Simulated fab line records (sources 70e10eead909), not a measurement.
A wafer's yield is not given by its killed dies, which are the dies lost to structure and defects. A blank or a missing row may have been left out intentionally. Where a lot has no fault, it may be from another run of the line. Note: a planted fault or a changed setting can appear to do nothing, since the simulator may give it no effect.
Chamber matching	flow nand-harc	NHARC_P_ZERO_WELL_DESCUM_26 on rie-diel-07: 4 sister chambers
The step chemistry O2, time 3 s. 4 wafers are shown with their chamber, then 8 later ones without.

WAFERS, EACH WITH ITS CHAMBER
wafer	chamber	rf-vpp-V (V)
L086.4	2	57.2
L093.2	0	59.0
L093.5	1	57.0
L094.1	3	59.4

WAFERS WHOSE CHAMBER IS MISSING
wafer	rf-vpp-V (V)
L094.2	58.6
L094.3	59.2
L095.3	56.6
L095.4	56.0
L095.5	56.6
L097.3	56.8
L097.5	57.4
L097.6	58.3

EACH ONE'S CHAMBER
wafer	from the rows above	in truth
L094.2	can't be placed: 0 or 3 or 2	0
L094.3	can't be placed: 3 or 0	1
L095.3	can't be placed: 1 or 2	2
L095.4	can't be placed: 1 or 2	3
L095.5	can't be placed: 1 or 2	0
L097.3	can't be placed: 1 or 2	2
L097.5	can't be placed: 2 or 1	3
L097.6	can't be placed: 0 or 2 or 3 or 1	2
Placed correctly: 0 of 8. Cannot be placed on the basis of these rows: 8; the candidates contain the true chamber in 4. Wrongly placed: 0.
How it was worked out, from the rows above alone: a wafer's distance from a chamber is the root of the sum, over the readings, of the square of ((its reading less the chamber's mean) divided by the reading's scatter). If the next closest chamber is less than 2 further off than the closest, the wafer can't be placed; otherwise it belongs to the closest. For every chamber, the mean is computed from those of its wafers that are shown. The scatter (one wafer shown for each chamber): square how far every hidden wafer sits from the nearest shown wafer, average those squares and take the square root.
